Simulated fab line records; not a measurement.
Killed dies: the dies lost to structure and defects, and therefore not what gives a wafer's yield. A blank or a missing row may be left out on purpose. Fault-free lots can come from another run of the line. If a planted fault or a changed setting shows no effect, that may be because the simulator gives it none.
Code-filled problem report in 8D (eight disciplines) form / flow n5Finfet / the parts of the form that need people (team, actions taken, sign-off) are left out

## 1. PROBLEM STATEMENT
Mean of plateTempC at N5_BEOL_M12_COAT_66: 215.63 C across 9 wafers in 3 lots; on wafers with no fault it is 220.00 C (standard deviation 0.18). That puts it -24 standard deviations away from the usual mean.
The step: time 60 s, resist thk 110 nm.
Seen first at day 13 23:41 on lithoTrack-02, wafer L685.3. At this step, 38 wafers from 13 lots have a number in the record. The rule behind "out" and "out of limits": a value lying over 4 standard deviations away from the usual mean. All remaining wafers that have a number are taken as sound.

## 2. WHAT IT IS AND WHAT IT IS NOT
question=which readings at this step | is=plateTempC | is not=-
question=which lots | is=L681, L685, L686 | is not=L673, L674, L675, L687, L688, L692, L693, L694, L695, L696
question=which wafers of those lots | is=all that have a number | is not=-
question=read on which tools | is=lithoTrack-02 | is not=lithoTrack-01, lithoTrack-04
question=when | is=from day 13 23:41 | is not=up to then (9 sound wafers); but 20 sound wafers of L687, L688, L692, L693, L694, L695, L696 came after

## 3. WHAT RULES OUT EACH SUSPECT
Counting: any tool at a process step up to the reading is kept as a suspect provided that every lot that is out went through it and no sound lot did after the first of them.
- lithoTrack-02 at N5_BEOL_M12_COAT_66 (time 60 s, resist thk 110 nm): ruled out as a lasting fault. The sound lots L694 went through it after L685, its earliest lot that is out (day 13 23:41).
Left after counting: nothing in the record.

## 4. THE CAUSE (what the simulator had put in)
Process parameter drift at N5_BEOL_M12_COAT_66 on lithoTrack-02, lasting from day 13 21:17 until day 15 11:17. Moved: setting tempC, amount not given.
Counting ruled it out, wrongly.

## 5. THE CHAIN OF EFFECTS, in route order
Rows list readings where the struck wafers' mean (over those with a number) sits beyond 3 standard deviations from the usual. Readings are gone through only where the record gives a usual standard deviation; hours: the median, over the lots, of the time from a lot's start at the first step in this table giving one to that lot's start at this step; sigmas: the change measured in usual standard deviations.
hours=0; step=N5_BEOL_M12_COAT_66; reading=heaterPowerTotalW; usual=427.8 W; on struck wafers=417.4; change=-10.4; sigmas=-4.9
hours=0; step=N5_BEOL_M12_COAT_66; reading=plateTempC; usual=220.00 C; on struck wafers=215.63; change=-4.37; sigmas=-24
Process steps it contains:
- N5_BEOL_M12_COAT_66: time 60 s, resist thk 110 nm.
At these later measuring or inspecting steps, every struck wafer for which the step has a row has a number for every such reading, and none has moved that far: N5_BEOL_M12_CD_MEAS_28.

## 6. WHAT WOULD HAVE CAUGHT IT SOONER
In this record no reading fell out of limits until day 13 23:41, 2 hours after the fault had begun at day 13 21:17.
